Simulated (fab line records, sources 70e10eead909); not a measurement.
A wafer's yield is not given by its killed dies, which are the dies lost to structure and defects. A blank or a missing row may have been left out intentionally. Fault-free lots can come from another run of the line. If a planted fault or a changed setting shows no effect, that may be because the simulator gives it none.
fab line records | flow nandHarc
record lots=11 wafers=33 lastDay=32
route steps=1302 shown A_CHANNEL_HOLE_D1@468 A_CHANNEL_FILL_D1@496 END@1302
lots that met no fault: taken from a fault-free run of the same line
startH: hours from the record's opening day to when the first of the lot's shown wafers began | waitH: how many hours have passed since the lot's step before this one | " same as the row above | L1.1+2: a row that stands for several wafers | - no value, or no start given | * or withheld: withheld | < > ~ a bound
route shown NAME@n: a module of which the file shows steps, and the number in the route of the first | usual: the fault-free wafers' mean and standard deviation | same: alike in all rows | chamber/n: place in a boat | sites: the reading at each site | _std_site: their standard deviation | _edge_site: inner sites' mean taken away from outer sites' mean | radiusMm: how far each site lies from the wafer's centre | mask NAME#n: copy n | behind: the most recent tool/chamber to have shaped the wafer | hold: reason for holding the lot/hours on hold/outcome of the hold | device: whichever transistor did not switch (one of n, p or np) | end of line: tests run on the same wafers once the route is complete | a step with no rows: only its recipe | killed: not the wafer's yield, but the dies lost to structure and defects at the first sort | map: a wafer's dies, marking killed ones x, the rest . and places with no die _
set.NAME: the setting the step ran with; set.NAME@STEP: the setting that earlier step ran with | model.NAME: the simulator's own value behind a step, which no gauge read
route steps across a sampled set of lots; one table per step, one row per wafer
services: from which hour (startH, from the record's first day; less than 0 if before it) a tool's chamber was out of use, for how many hours, and why
## steps
# step NHARC_A_CHANNEL_HOLE_D1_ETCH_34
# recipe targetDepthA=1540 timeS=77 cf4FlowSccm=100 chf3FlowSccm=30 arFlowSccm=0 rfW=500 biasW=200 chemistry=CF4/CHF3
# usual cf4FlowSccm=100.0/0.32 drypumpMotorCurrentA=5.7/0.46 oesProductAu=0.948/0.024 rfVppV=369.9/1.8 showerheadPlenumPTorr=1.55/0.046 throttleValvePct=16.804/0.0094
# same timeS=77
# columns lot.wafer tool chamber startH waitH cf4FlowSccm drypumpMotorCurrentA oesProductAu rfHoursCounterH rfVppV showerheadPlenumPTorr throttleValvePct
L188.1 rieDiel-10 1 - - 99.9 5.6 0.936 12 370.2 1.53 16.803
L188.3 " 2 " " 100.1 4.9 0.918 11 369.0 1.51 16.810
L188.6 " 3 " " 99.8 6.3 0.922 - 367.1 1.53 16.817
L189.1 rieDiel-02 0 - - 100.3 6.1 0.917 59 371.4 1.58 16.787
L189.6 " 3 " " 99.5 5.2 0.942 - 369.3 1.50 16.794
L189.5 " 0 " " 99.6 6.1 0.922 - 371.3 1.58 16.812
L190.4 rieDiel-09 0 - - 99.6 5.2 0.948 18 371.1 1.57 16.816
L190.2 " 1 " " 100.3 6.2 0.950 18 372.2 1.63 16.791
L190.5 " 1 " " 100.1 6.2 0.955 - 371.6 1.63 16.795
L191.2 rieDiel-10 0 - - 100.5 6.1 0.922 12 370.9 1.59 16.807
L191.3 " 1 " " 100.5 5.6 0.929 12 369.4 1.53 16.794
L191.5 " 3 " " 99.8 6.3 0.925 - 369.1 1.53 16.802
L193.2 rieDiel-10 2 - - 100.2 4.9 0.992 1 368.1 1.51 16.806
L193.3 " 0 " " 100.5 6.1 0.956 1 372.4 1.59 16.823
L193.1 " 1 " " 100.6 5.7 0.950 1 367.9 1.53 16.806
L196.2 rieDiel-10 1 - - 99.9 5.7 0.936 3 368.7 1.53 16.803
L196.3 " 0 " " 100.2 6.1 0.939 2 371.7 1.59 16.809
L196.6 " 1 " " 100.4 5.7 0.932 - 369.0 1.53 16.807
L197.4 rieDiel-02 1 - - 100.2 6.0 0.927 24 372.6 1.60 16.795
L197.1 " 2 " " 99.9 5.7 0.935 20 368.0 1.49 16.818
L197.6 " 3 " " 100.1 5.2 0.915 - 367.0 1.49 16.813
L203.4 rieDiel-09 2 - - 99.7 5.7 0.984 4 372.4 1.64 16.816
L203.1 " 3 " " 100.4 5.9 0.981 5 368.9 1.50 16.815
L203.6 " 2 " " 100.1 5.7 0.978 - 372.4 1.64 16.814
L202.3 rieDiel-09 3 - - 100.0 5.9 0.951 6 367.1 1.50 16.807
L202.5 " 3 " " 99.6 5.9 0.960 - 367.3 1.50 16.800
L202.6 " 0 " " 99.9 5.2 0.956 - 370.0 1.56 16.788
L206.3 rieDiel-02 1 - - 100.5 6.0 0.986 52 371.0 1.59 16.791
L206.1 " 2 " " 100.0 5.7 0.974 49 367.1 1.49 16.802
L206.5 " 1 " " 100.3 6.0 0.987 - 371.3 1.59 16.799
L208.4 rieDiel-10 2 - - 99.6 5.0 0.939 12 367.9 1.51 16.798
L208.1 " 1 " " 99.7 5.6 0.903 13 368.6 1.52 16.818
L208.5 " 2 " " 100.0 5.0 0.940 - 368.2 1.51 16.802
# step NHARC_A_CHANNEL_HOLE_D1_ETCH_16
# recipe targetDepthA=31000 overEtchFrac=0.3 timeS=806 ionEnergyEv=150 o2FlowSccm=400 cosFlowSccm=20 arFlowSccm=0 rfW=500 biasW=300 chemistry=O2/COS
# usual drypumpMotorCurrentA=5.7/0.44 oesProductAu=1.001/0.013 rfVppV=313.5/1.7 showerheadPlenumPTorr=3.08/0.094 throttleValvePct=28.331/0.0091
# same timeS=806
# columns lot.wafer tool chamber startH waitH drypumpMotorCurrentA oesProductAu rfHoursCounterH rfVppV showerheadPlenumPTorr throttleValvePct
L188.1 rieDiel-10 3 - - 6.3 0.987 11 313.3 3.03 28.321
L188.3 " 2 " " 5.0 1.000 - 311.5 3.00 28.344
L188.6 " 2 " " 5.0 0.997 - 313.6 3.00 28.333
L189.1 rieDiel-02 3 - - 5.2 1.024 57 311.0 2.98 28.343
L189.6 " 3 " " 5.2 1.033 - 311.2 2.97 28.336
L189.5 " 0 " " 6.1 0.995 - 314.6 3.14 28.335
L190.2 rieDiel-09 2 - - 5.7 0.998 18 315.0 3.27 28.337
L190.4 " 1 " " 6.2 1.003 19 316.4 3.24 28.340
L190.5 " 2 " " 5.7 0.997 - 315.6 3.27 28.325
L191.2 rieDiel-10 2 - - 5.0 1.018 13 313.1 3.00 28.333
L191.3 " 3 " " 6.4 0.988 13 312.6 3.03 28.340
L191.5 " 1 " " 5.6 0.992 - 312.5 3.03 28.336
L193.2 rieDiel-10 0 - - 6.1 0.998 1 315.2 3.16 28.338
L193.3 " 2 " " 5.0 1.013 1 312.2 2.99 28.340
L193.1 " 3 " " 6.4 1.000 1 312.0 3.03 28.327
L196.2 rieDiel-10 3 - - 6.3 0.999 2 313.7 3.03 28.330
L196.3 " 0 " " 6.1 1.010 2 314.1 3.16 28.321
L196.6 " 1 " " 5.7 0.977 - 312.2 3.03 28.317
L197.1 rieDiel-02 0 - - 6.1 0.996 23 312.2 3.13 28.324
L197.4 " 1 " " 6.0 1.009 24 315.3 3.17 28.342
L197.6 " 0 " " 6.1 0.996 - 314.1 3.13 28.354
L203.1 rieDiel-09 1 - - 6.2 0.986 4 315.3 3.22 28.330
L203.4 " 2 " " 5.7 1.022 4 314.5 3.25 28.332
L203.6 " 0 " " 5.2 0.993 - 314.5 3.10 28.319
L202.3 rieDiel-09 1 - - 6.2 0.998 5 315.6 3.22 28.334
L202.5 " 2 " " 5.7 1.021 - 318.0 3.25 28.339
L202.6 " 3 " " 5.9 0.998 - 310.7 2.98 28.349
L206.3 rieDiel-02 1 - - 6.0 1.005 52 314.4 3.16 28.332
L206.1 " 0 " " 6.1 0.989 54 314.5 3.11 28.347
L206.5 " 2 " " 5.7 1.014 - 313.7 2.95 28.319
L208.4 rieDiel-10 3 - - 6.4 1.001 11 313.2 3.03 28.338
L208.1 " 0 " " 6.1 1.001 10 315.1 3.15 28.339
L208.5 " 3 " " 6.3 0.992 - 310.6 3.03 28.339
# step NHARC_A_CHANNEL_HOLE_D1_STRIP_43
# recipe o2FlowSccm=400 cosFlowSccm=20 arFlowSccm=0 biasW=0 chemistry=O2/COS
# columns lot.wafer tool chamber startH waitH
L188.1+3+6 rieDiel-10 3,0,3 212.16 0.1
L189.1+5+6 rieDiel-10 1,2,3 219.13 0.1
L190.4+2+5 rieDiel-10 3,0,2 221.51 0.5
L191.2+3+5 rieDiel-02 3,1,2 231.25 0.1
L193.3+1+2 rieDiel-10 0,1,3 269.56 0.1
L196.3+2+6 rieDiel-10 3,1,0 284.45 0.1
L197.1+4+6 rieDiel-10 2,0,2 295.21 0.1
L203.4+1+6 rieDiel-10 3,1,0 352.73 0.1
L202.3+5+6 rieDiel-10 3,0,1 354.97 0.1
L206.3+1+5 rieDiel-02 0,2,1 385.20 0.1
L208.1+4+5 rieDiel-02 0,2,3 407.02 0.1
# step NHARC_A_CHANNEL_HOLE_D1_INSPECT_40
# usual rawDefectCount=69/24
# columns lot.wafer tool chamber startH waitH rawDefectCount
L188.1 defectInspect-02 - 213.19 - 92
L188.3 " - " " 90
L188.6 " - " " 109
L189.1 defectInspect-01 - 220.17 - 84
L189.5 " - " " 55
L189.6 " - " " 47
L190.2 defectInspect-01 - 222.54 - 107
L190.4 " - " " 93
L190.5 " - " " 92
L191.2 defectInspect-01 - 232.30 - 70
L191.3 " - " " 118
L191.5 " - " " 61
L193.1 defectInspect-01 - 270.59 - 47
L193.2 " - " " 53
L193.3 " - " " 50
L196.2 defectInspect-01 - 285.50 - 43
L196.3 " - " " 49
L196.6 " - " " 43
L197.1 defectInspect-02 - 296.27 - 67
L197.4 " - " " 67
L197.6 " - " " 58
L203.1 defectInspect-02 - 353.79 - 75
L203.4 " - " " 676
L203.6 " - " " 71
L202.3 defectInspect-02 - 356.03 - 568
L202.5 " - " " 43
L202.6 " - " " 53
L206.1 defectInspect-02 - 386.33 - 74
L206.3 " - " " 53
L206.5 " - " " 79
L208.1 defectInspect-02 - 408.07 - 77
L208.4 " - " " 82
L208.5 " - " " 69
# step NHARC_A_CHANNEL_FILL_D1_ALD_16
# recipe targetThkA=15 pulseTimeS=10 aldCycles=15 tempC=300 material=SiO2
# usual heaterPowerOuterW=252/17 heaterPowerW=445/37 precursorPulseHeightRel=0.999/0.02
# same pulseTimeS=10
# columns lot.wafer tool chamber startH waitH heaterPowerOuterW heaterPowerW precursorPulseHeightRel
L188.1 aldHk-03 0 225.59 0.1 256 456 1.026
L188.3 " 2 " " 252 453 0.993
L188.6 " 0 " " 246 445 0.987
L189.1 aldHk-01 1 232.80 0.1 207 370 0.998
L189.6 " 3 " " 265 446 0.973
L189.5 " 0 " " 269 486 1.034
L190.2 aldHk-01 1 232.91 0.2 208 385 0.989
L190.4 " 2 " " 262 418 1.002
L190.5 " 2 " " 261 428 1.028
L191.2 aldHk-01 2 244.87 0.0 251 420 0.995
L191.3 " 3 " " 260 453 0.967
L191.5 " 2 " " 260 412 1.028
L193.3 aldHk-02 0 281.91 0.1 285 498 0.988
L193.1 " 1 " " 253 463 0.986
L193.2 " 2 " " 235 428 0.991
L196.2 aldHk-03 0 297.86 0.0 252 448 1.005
L196.3 " 1 " " 241 452 1.000
L196.6 " 1 " " 246 458 0.994
L197.4 aldHk-03 0 310.64 1.9 250 465 1.009
L197.1 " 2 " " 255 457 0.957
L197.6 " 3 " " 244 385 0.996
L203.1 aldHk-02 0 366.97 0.1 274 499 1.027
L203.4 " 1 " " 270 502 1.024
L203.6 " 2 " " 242 424 1.057
L202.3 aldHk-02 1 367.08 0.2 266 504 0.974
L202.6 " 1 " " 261 514 1.011
L202.5 " 2 " " 237 435 0.993
L206.3 aldHk-02 3 398.89 0.1 268 474 0.965
L206.1 " 1 " " 267 498 1.010
L206.5 " 3 " " 262 493 1.018
L208.4 aldHk-01 0 418.62 0.2 257 450 0.973
L208.1 " 1 " " 217 391 1.002
L208.5 " 1 " " 219 405 1.010
# step NHARC_END_SORT_01
# recipe tempC=25
# usual killedAtArray=52/18 killedAtOther=1.0/1.4 killedAtPeriphery=3.1/2.3 killedDies=56/17 killedOpen=3.0/1.7 killedShort=2.5/1.7
# same grossDies=677
# columns lot.wafer tool chamber startH waitH killedAtArray killedAtOther killedAtPeriphery killedDies killedOpen killedShort
L188.1 prober-02 0 567.69 2.5 93 0 2 95 8 2
L188.3 prober-02 0 569.28 3.1 78 0 1 79 0 1
L188.6 prober-02 0 571.66 4.0 93 0 2 95 1 3
L189.1 prober-01 0 603.93 2.5 26 1 11 38 4 1
L189.5 prober-01 0 607.13 3.7 39 2 3 44 4 3
L189.6 prober-01 0 607.92 4.0 20 1 3 24 5 2
L191.2 prober-02 0 604.71 2.8 28 1 2 31 3 4
L191.3 prober-02 0 605.52 3.1 28 0 2 30 4 4
L191.5 prober-02 0 607.14 3.7 25 2 1 28 1 1
L190.2 prober-01 0 612.54 2.8 60 0 5 65 4 3
L190.4 prober-01 0 614.15 3.4 59 2 2 63 2 1
L190.5 prober-01 0 614.95 3.7 84 2 3 89 3 2
L193.1 prober-02 0 644.61 2.5 34 3 4 41 3 1
L193.2 prober-02 0 645.41 2.8 24 0 7 31 2 0
L193.3 prober-02 0 646.20 3.1 33 0 4 37 4 2
L196.2 prober-01 0 658.70 2.8 52 2 4 58 5 1
L196.3 prober-01 0 659.50 3.1 46 1 3 50 3 3
L196.6 prober-01 0 661.92 4.0 66 2 1 69 2 5
L197.1 prober-02 0 676.93 2.5 28 6 1 35 3 0
L197.4 prober-02 0 679.35 3.4 27 3 1 31 2 4
L197.6 prober-02 0 680.96 4.0 19 5 4 28 3 5
L203.1 prober-01 0 709.87 2.5 49 0 2 51 1 2
L203.4 prober-01 0 712.25 3.4 126 0 3 129 4 2
L203.6 prober-01 0 713.84 4.0 39 0 3 42 5 2
L202.3 prober-02 0 719.25 3.1 129 2 6 137 3 1
L202.5 prober-02 0 720.86 3.7 42 1 6 49 0 2
L202.6 prober-02 0 721.66 4.0 41 2 3 46 2 3
L206.1 prober-01 0 746.15 2.5 52 1 3 56 3 1
L206.3 prober-01 0 747.73 3.1 73 0 1 74 4 3
L206.5 prober-01 0 749.31 3.7 64 0 1 65 3 0
L208.1 prober-01 0 772.49 2.5 58 0 3 61 2 3
L208.4 prober-01 0 774.93 3.4 68 0 2 70 3 5
L208.5 prober-01 0 775.74 3.7 64 1 6 71 5 4
# killed by level:class
L188.1 A_CHANNEL_HOLE_D2:chamberFilmFlake=31 A_CHANNEL_HOLE_D1:chamberFilmFlake=22 A_SLIT:chamberFilmFlake=19 A_CONTACT:chamberFilmFlake=5 A_STAIRCASE:chamberFilmFlake=3 A_CHANNEL_FILL_D2:geometricParticle:open=2 A_M1:geometricParticle:open=2 A_WL_FILL:chamberFilmFlake=2
L188.3 A_CHANNEL_HOLE_D1:chamberFilmFlake=28 A_CHANNEL_HOLE_D2:chamberFilmFlake=21 A_SLIT:chamberFilmFlake=18 A_CONTACT:chamberFilmFlake=3 A_CHANNEL_FILL_D1:chamberFilmFlake=2 A_WL_FILL:chamberFilmFlake=2 A_CONTACT:unspecified=2 A_CHANNEL_FILL_D1:geometricParticle:short=1
L188.6 A_CHANNEL_HOLE_D1:chamberFilmFlake=31 A_CHANNEL_HOLE_D2:chamberFilmFlake=25 A_SLIT:chamberFilmFlake=19 A_WL_FILL:chamberFilmFlake=4 A_STAIRCASE:chamberFilmFlake=3 A_CONTACT:unspecified=3 A_CHANNEL_FILL_D1:geometricParticle:short=2 P_ZERO_WELL:chamberFilmFlake=2
L189.1 A_CHANNEL_HOLE_D2:chamberFilmFlake=9 A_CHANNEL_HOLE_D1:chamberFilmFlake=5 A_CONTACT:chamberFilmFlake=5 P_STI:chamberFilmFlake=4 P_CONTACT:geometricParticle:open=3 P_M2:chamberFilmFlake=2 A_ZERO_WELL:chamberFilmFlake=2 A_STAIRCASE:chamberFilmFlake=2
L191.2 A_CHANNEL_HOLE_D2:chamberFilmFlake=12 A_CHANNEL_HOLE_D1:chamberFilmFlake=5 A_STAIRCASE:chamberFilmFlake=3 A_ONON_D2:geometricParticle:short=2 P_M0:geometricParticle:short=1 A_ONON_D1:geometricParticle:short=1 A_ONON_D2:geometricParticle:open=1 A_CHANNEL_FILL_D2:geometricParticle:open=1
L191.3 A_CHANNEL_HOLE_D2:chamberFilmFlake=7 A_CHANNEL_HOLE_D1:chamberFilmFlake=6 A_CONTACT:chamberFilmFlake=4 A_STAIRCASE:chamberFilmFlake=3 P_M1:geometricParticle:short=1 A_ONON_D1:geometricParticle:open=1 A_DECK1_JOINT:geometricParticle:short=1 A_ONON_D2:geometricParticle:short=1
L189.5 A_CHANNEL_HOLE_D2:chamberFilmFlake=13 A_CONTACT:chamberFilmFlake=9 A_STAIRCASE:chamberFilmFlake=5 A_CHANNEL_HOLE_D1:chamberFilmFlake=4 A_ZERO_WELL:chamberFilmFlake=2 THIN_TSV:chamberFilmFlake=2 P_BONDPAD:geometricParticle:open=1 A_ONON_D1:geometricParticle:open=1
L191.5 A_STAIRCASE:chamberFilmFlake=8 A_CHANNEL_HOLE_D2:chamberFilmFlake=7 A_CONTACT:chamberFilmFlake=5 THIN_TSV:chamberFilmFlake=2 A_ONON_D1:geometricParticle:short=1 A_M0:geometricParticle:open=1 P_ZERO_WELL:chamberFilmFlake=1 A_CHANNEL_HOLE_D1:chamberFilmFlake=1
L189.6 A_CONTACT:chamberFilmFlake=6 A_CHANNEL_HOLE_D2:chamberFilmFlake=5 A_CHANNEL_HOLE_D1:chamberFilmFlake=2 A_STAIRCASE:chamberFilmFlake=2 P_STI:geometricParticle:short=1 P_CONTACT:geometricParticle:open=1 A_ONON_D1:geometricParticle:open=1 A_CHANNEL_FILL_D1:geometricParticle:open=1
L190.2 A_SLIT:chamberFilmFlake=22 A_CHANNEL_HOLE_D1:chamberFilmFlake=18 A_CHANNEL_HOLE_D2:chamberFilmFlake=11 P_CONTACT:geometricParticle:open=2 P_ZERO_WELL:chamberFilmFlake=2 A_CHANNEL_FILL_D1:chamberFilmFlake=2 A_DECK1_JOINT:chamberFilmFlake=2 P_M0:geometricParticle:open=1
L190.4 A_SLIT:chamberFilmFlake=22 A_CHANNEL_HOLE_D2:chamberFilmFlake=14 A_CHANNEL_HOLE_D1:chamberFilmFlake=13 A_STAIRCASE:chamberFilmFlake=3 A_WL_FILL:chamberFilmFlake=2 A_M1:chamberFilmFlake=2 THIN_TSV:chamberFilmFlake=2 P_M0:geometricParticle:open=1
L190.5 A_CHANNEL_HOLE_D1:chamberFilmFlake=26 A_SLIT:chamberFilmFlake=24 A_CHANNEL_HOLE_D2:chamberFilmFlake=20 A_CONTACT:chamberFilmFlake=3 A_STAIRCASE:chamberFilmFlake=3 P_ZERO_WELL:chamberFilmFlake=2 A_DECK1_JOINT:chamberFilmFlake=2 THIN_TSV:chamberFilmFlake=2
L193.1 A_CHANNEL_HOLE_D2:chamberFilmFlake=17 A_CHANNEL_HOLE_D1:chamberFilmFlake=5 A_WL_FILL:chamberFilmFlake=3 P_GATE:chamberFilmFlake=2 A_DECK1_JOINT:chamberFilmFlake=2 A_CONTACT:chamberFilmFlake=2 A_CHANNEL_HOLE_D1:geometricParticle:short=1 A_DECK1_JOINT:geometricParticle:open=1
L193.2 A_CHANNEL_HOLE_D2:chamberFilmFlake=14 P_GATE:chamberFilmFlake=5 A_CHANNEL_HOLE_D1:chamberFilmFlake=2 A_CONTACT:chamberFilmFlake=2 P_CONTACT:geometricParticle:open=1 A_M0:geometricParticle:open=1 P_ZERO_WELL:chamberFilmFlake=1 A_CHANNEL_FILL_D2:chamberFilmFlake=1
L193.3 A_CHANNEL_HOLE_D2:chamberFilmFlake=11 A_CHANNEL_HOLE_D1:chamberFilmFlake=6 A_CONTACT:chamberFilmFlake=6 A_DECK1_JOINT:chamberFilmFlake=3 A_BLC:geometricParticle:open=2 P_GATE:chamberFilmFlake=2 P_GATE:geometricParticle:open=1 A_ONON_D1:geometricParticle:short=1
L196.2 A_SLIT:chamberFilmFlake=26 A_CHANNEL_HOLE_D2:chamberFilmFlake=11 A_STAIRCASE:chamberFilmFlake=9 P_CONTACT:geometricParticle:open=2 THIN_TSV:chamberFilmFlake=2 P_M0:geometricParticle:open=1 A_DECK1_JOINT:geometricParticle:open=1 A_CONTACT:geometricParticle:open=1
L196.3 A_SLIT:chamberFilmFlake=25 A_CHANNEL_HOLE_D2:chamberFilmFlake=10 A_CHANNEL_HOLE_D1:chamberFilmFlake=3 A_CHANNEL_FILL_D1:chamberFilmFlake=2 A_STAIRCASE:chamberFilmFlake=2 P_M0:geometricParticle:short=1 P_M0:geometricParticle:open=1 A_SOURCE_PLATE:geometricParticle:short=1
L196.6 A_SLIT:chamberFilmFlake=29 A_CHANNEL_HOLE_D2:chamberFilmFlake=19 A_STAIRCASE:chamberFilmFlake=6 A_M0:geometricParticle:open=2 A_CHANNEL_HOLE_D1:chamberFilmFlake=2 A_CHANNEL_FILL_D1:chamberFilmFlake=2 THIN_TSV:chamberFilmFlake=2 P_M0:geometricParticle:short=1
L197.1 A_CHANNEL_HOLE_D1:chamberFilmFlake=8 A_CONTACT:chamberFilmFlake=6 THIN_TSV:chamberFilmFlake=6 A_CHANNEL_FILL_D2:chamberFilmFlake=3 A_STAIRCASE:chamberFilmFlake=3 A_M0:geometricParticle:open=2 A_SLIT:chamberFilmFlake=2 A_WL_FILL:chamberFilmFlake=2
L197.4 A_CHANNEL_HOLE_D1:chamberFilmFlake=8 THIN_TSV:chamberFilmFlake=3 A_CHANNEL_FILL_D2:geometricParticle:short=2 A_CHANNEL_HOLE_D2:chamberFilmFlake=2 A_STAIRCASE:chamberFilmFlake=2 A_SLIT:chamberFilmFlake=2 A_CONTACT:chamberFilmFlake=2 A_ONON_D1:geometricParticle:open=1
L197.6 A_CHANNEL_HOLE_D1:chamberFilmFlake=5 THIN_TSV:chamberFilmFlake=5 A_SLIT:chamberFilmFlake=2 A_WL_FILL:chamberFilmFlake=2 A_CONTACT:chamberFilmFlake=2 P_GATE:geometricParticle:open=1 A_CHANNEL_HOLE_D1:geometricParticle:short=1 A_CHANNEL_FILL_D1:geometricParticle:short=1
L203.1 A_CHANNEL_HOLE_D1:chamberFilmFlake=31 A_CONTACT:chamberFilmFlake=7 A_STAIRCASE:chamberFilmFlake=5 A_SLIT:chamberFilmFlake=3 P_CONTACT:geometricParticle:short=1 A_CHANNEL_FILL_D1:geometricParticle:short=1 A_M0:geometricParticle:open=1 P_GATE:chamberFilmFlake=1
L203.4 A_CHANNEL_HOLE_D1:unspecified=90 A_CHANNEL_HOLE_D1:chamberFilmFlake=18 A_CONTACT:chamberFilmFlake=6 A_STAIRCASE:chamberFilmFlake=4 A_SLIT:chamberFilmFlake=3 P_STI:geometricParticle:open=1 P_CONTACT:geometricParticle:open=1 A_CHANNEL_FILL_D1:geometricParticle:open=1
L203.6 A_CHANNEL_HOLE_D1:chamberFilmFlake=15 A_CONTACT:chamberFilmFlake=11 A_STAIRCASE:chamberFilmFlake=6 A_CHANNEL_FILL_D1:geometricParticle:open=2 A_SLIT:chamberFilmFlake=2 P_M0:geometricParticle:open=1 P_M2:geometricParticle:open=1 A_CHANNEL_FILL_D2:geometricParticle:short=1
L202.3 A_CHANNEL_HOLE_D1:unspecified=80 A_CHANNEL_HOLE_D2:chamberFilmFlake=27 A_CHANNEL_HOLE_D1:chamberFilmFlake=10 P_BONDPAD:chamberFilmFlake=4 A_CONTACT:chamberFilmFlake=3 A_M0:chamberFilmFlake=3 P_CONTACT:geometricParticle:open=1 A_ONON_D2:geometricParticle:open=1
L202.5 A_CHANNEL_HOLE_D2:chamberFilmFlake=15 A_CHANNEL_HOLE_D1:chamberFilmFlake=10 P_GATE:chamberFilmFlake=5 A_SLIT:chamberFilmFlake=5 A_M0:chamberFilmFlake=4 A_CONTACT:chamberFilmFlake=3 A_STAIRCASE:chamberFilmFlake=2 A_ONON_D2:geometricParticle:short=1
L202.6 A_CHANNEL_HOLE_D2:chamberFilmFlake=17 A_CHANNEL_HOLE_D1:chamberFilmFlake=7 A_SLIT:chamberFilmFlake=6 A_STAIRCASE:chamberFilmFlake=4 A_ONON_D2:geometricParticle:short=2 A_ZERO_WELL:chamberFilmFlake=2 THIN_TSV:chamberFilmFlake=2 P_STI:geometricParticle:short=1
L206.1 A_SLIT:chamberFilmFlake=16 A_CHANNEL_HOLE_D2:chamberFilmFlake=16 A_CHANNEL_HOLE_D1:chamberFilmFlake=7 A_STAIRCASE:chamberFilmFlake=7 A_CONTACT:chamberFilmFlake=3 P_CONTACT:geometricParticle:open=1 P_M0:geometricParticle:open=1 P_M0:geometricParticle:short=1
L206.3 A_SLIT:chamberFilmFlake=29 A_CHANNEL_HOLE_D2:chamberFilmFlake=20 A_CHANNEL_HOLE_D1:chamberFilmFlake=8 A_STAIRCASE:chamberFilmFlake=5 A_DECK1_JOINT:chamberFilmFlake=2 A_CONTACT:chamberFilmFlake=2 A_CHANNEL_FILL_D1:geometricParticle:open=1 A_ONON_D2:geometricParticle:short=1
L206.5 A_CHANNEL_HOLE_D2:chamberFilmFlake=24 A_SLIT:chamberFilmFlake=19 A_CHANNEL_HOLE_D1:chamberFilmFlake=11 A_STAIRCASE:chamberFilmFlake=6 P_M0:geometricParticle:open=1 A_SOURCE_PLATE:geometricParticle:open=1 A_SGD_CUT:geometricParticle:open=1 A_CHANNEL_FILL_D1:chamberFilmFlake=1
L208.1 A_CHANNEL_HOLE_D1:chamberFilmFlake=18 A_CHANNEL_HOLE_D2:chamberFilmFlake=17 A_M1:chamberFilmFlake=5 A_SLIT:chamberFilmFlake=5 A_CONTACT:chamberFilmFlake=4 A_WL_FILL:geometricParticle:short=2 A_BLC:geometricParticle:open=2 P_STI:chamberFilmFlake=2
L208.4 A_CHANNEL_HOLE_D2:chamberFilmFlake=26 A_CHANNEL_HOLE_D1:chamberFilmFlake=14 A_CONTACT:chamberFilmFlake=6 A_SLIT:chamberFilmFlake=4 A_CHANNEL_FILL_D2:chamberFilmFlake=4 A_STAIRCASE:chamberFilmFlake=4 A_M1:chamberFilmFlake=3 A_ONON_D2:geometricParticle:short=2
L208.5 A_CHANNEL_HOLE_D2:chamberFilmFlake=24 A_CHANNEL_HOLE_D1:chamberFilmFlake=12 A_SLIT:chamberFilmFlake=9 A_CONTACT:chamberFilmFlake=5 P_STI:chamberFilmFlake=4 A_STAIRCASE:chamberFilmFlake=3 A_M1:chamberFilmFlake=3 A_ONON_D2:geometricParticle:short=2
## services
# columns tool chamber startH hours kind
rieDiel-10 0 186.44 9.7 repair
rieDiel-10 0 197.00 - clean
rieDiel-10 1 197.00 - clean
rieDiel-10 2 197.00 - clean
rieDiel-10 3 197.00 - clean
rieDiel-10 0 204.77 7.2 repair
rieDiel-10 1 206.47 4.1 repair
aldHk-03 - 214.16 10.0 pm
rieDiel-02 - 217.35 9.0 pm
rieDiel-10 0 221.50 - clean
rieDiel-10 - 242.50 9.0 pm
rieDiel-02 0 246.34 2.0 repair
rieDiel-02 1 250.84 4.1 repair
rieDiel-02 2 270.03 1.9 repair
aldHk-01 - 300.83 10.0 pm
rieDiel-09 - 322.27 9.0 pm
aldHk-02 - 351.38 10.0 pm
rieDiel-02 1 352.67 2.9 repair
rieDiel-09 1 362.60 6.4 repair
rieDiel-10 0 366.22 3.1 repair
rieDiel-10 3 380.62 2.5 repair
rieDiel-09 - 382.34 0.5 repair
rieDiel-10 0 391.42 5.9 repair
rieDiel-09 1 402.16 8.5 repair
## key
firstSign step=NHARC_A_CHANNEL_HOLE_D1_INSPECT_40 reading=rawDefectCount direction=up sigmas=23 usual=69 struck=622
effect step=NHARC_END_SORT_01 reading=killedDies direction=up sigmas=4.5 usual=56 struck=133
moreKillsBornAt NHARC_A_CHANNEL_HOLE_D1_STRIP_43@rieDiel-10=170
metAt NHARC_A_CHANNEL_HOLE_D1_STRIP_43
struckLots L202,L203
struckWafers L202.3,L203.4
testerLeftOut L202,L203
notActingAt NHARC_A_CHANNEL_HOLE_D1_ETCH_34,NHARC_A_CHANNEL_HOLE_D1_ETCH_16,NHARC_A_CHANNEL_FILL_D1_ALD_16
onsetBetween 284.45 352.73
fault kind=chamberParticleSource tool=rieDiel-10 chamber=3 onsetH=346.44 steps=NHARC_A_CHANNEL_HOLE_D1_STRIP_43 ratePerVisitCm2=0.81656 endH=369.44
# testerLeftOut: of these lots the tester's yield and bins aren't shown, on N5 and GAA mostly nor the transistor test; their killed dies are dies lost to structure and defects alone, not to doping, threshold or leakage, so they don't give the yield
